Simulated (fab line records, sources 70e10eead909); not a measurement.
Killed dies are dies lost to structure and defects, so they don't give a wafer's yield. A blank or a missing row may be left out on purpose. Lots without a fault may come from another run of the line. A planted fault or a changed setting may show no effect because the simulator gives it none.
A struck lot beside a sound one | flow nand_harc | 15 steps out of a route of 1302
Sound: wafers L188.2, L188.4, L188.5. Struck: wafer L196.4. (L196.6 of the same lot was not struck and is left out.) The cause comes at the end.
At each step with rows: each side's tool, then ch and its chambers, then its first start. Under that, the readings that differ: sound wafers | struck wafers | difference of the means | sigmas: that difference in standard deviations of wafers without a fault.
alike: readings whose means differ by less than 2 such deviations, and words and numbers that are the same on both sides. not compared: withheld readings, readings that some wafer has no value for, bounds like >300 that may hide the same value, and numbers for which the record gives no deviation and whose values overlap.
The two part at a step that has a row with sigmas, a row that says differs or no value, or rows on one side only. Numbers that don't overlap but have no deviation are shown without sigmas and don't part them. A reading that every wafer of one side lacks parts them only if that side has two wafers or more.

first, 1 step without rows for these wafers: NHARC_A_DECK1_JOINT_SRD_15.
NHARC_A_DECK1_JOINT_DEP_16: deposits SiO2, target thk 45 nm.
  sound on pecvd-03 ch 0,1, day 16 21:56; struck on pecvd-04 ch 0, day 19 15:04
  alike: chamber_pressure_Torr, heater_power_w, throttle_valve_pct
NHARC_A_DECK1_JOINT_THK_MEAS_17: measures by ellipsometry.
  sound on film_metro-01, day 16 22:11; struck on film_metro-02, day 19 15:14
  alike: thk_nm
NHARC_A_DECK1_JOINT_INSPECT_05:
  sound on defect_inspect-01, day 17 04:06; struck on defect_inspect-02, day 19 15:16
  reading          | sound       | struck | difference | sigmas
  raw_defect_count | 195 305 349 | 530    | +247       | +2
then, 1 step without rows for these wafers: NHARC_A_ONON_D2_DEP_00 (target thk 1000 nm).
NHARC_A_ONON_D2_THK_MEAS_02: measures by ellipsometry.
  sound on film_metro-01, day 17 04:42; struck on film_metro-01, day 19 15:50
  alike: thk_nm
then, 1 step without rows for these wafers: NHARC_A_ONON_D2_DEP_03 (target thk 1000 nm).
NHARC_A_ONON_D2_THK_MEAS_05: measures by ellipsometry.
  sound on film_metro-01, day 17 05:16; struck on film_metro-01, day 19 16:24
  alike: thk_nm
then, 1 step without rows for these wafers: NHARC_A_ONON_D2_DEP_06 (target thk 1000 nm).
NHARC_A_ONON_D2_THK_MEAS_08: measures by ellipsometry.
  sound on film_metro-01, day 17 05:50; struck on film_metro-02, day 19 16:59
  alike: thk_nm
then, 1 step without rows for these wafers: NHARC_A_ONON_D2_DEP_09 (target thk 1000 nm).
NHARC_A_ONON_D2_THK_MEAS_11: measures by ellipsometry.
  sound on film_metro-02, day 17 06:23; struck on film_metro-01, day 19 17:32
  alike: thk_nm
NHARC_A_ONON_D2_DEP_12: target thk 1000 nm.
  sound on pecvd_onon-04 ch 0, day 17 06:30; struck on pecvd_onon-04 ch 0, day 19 17:46
NHARC_A_ONON_D2_THK_MEAS_14: measures by ellipsometry.
  sound on film_metro-01, day 17 06:58; struck on film_metro-01, day 19 18:07
  reading     | sound          | struck | difference | sigmas
  thk_nm (nm) | 1009 1007 1007 | 1540   | +532       | +60
then, 1 step without rows for these wafers: NHARC_A_ONON_D2_ANNEAL_15 (time 3600 s).

WHERE THEY PART
First at NHARC_A_DECK1_JOINT_INSPECT_05; last, within this record, at NHARC_A_ONON_D2_THK_MEAS_14.

WHY: what the simulator had put in
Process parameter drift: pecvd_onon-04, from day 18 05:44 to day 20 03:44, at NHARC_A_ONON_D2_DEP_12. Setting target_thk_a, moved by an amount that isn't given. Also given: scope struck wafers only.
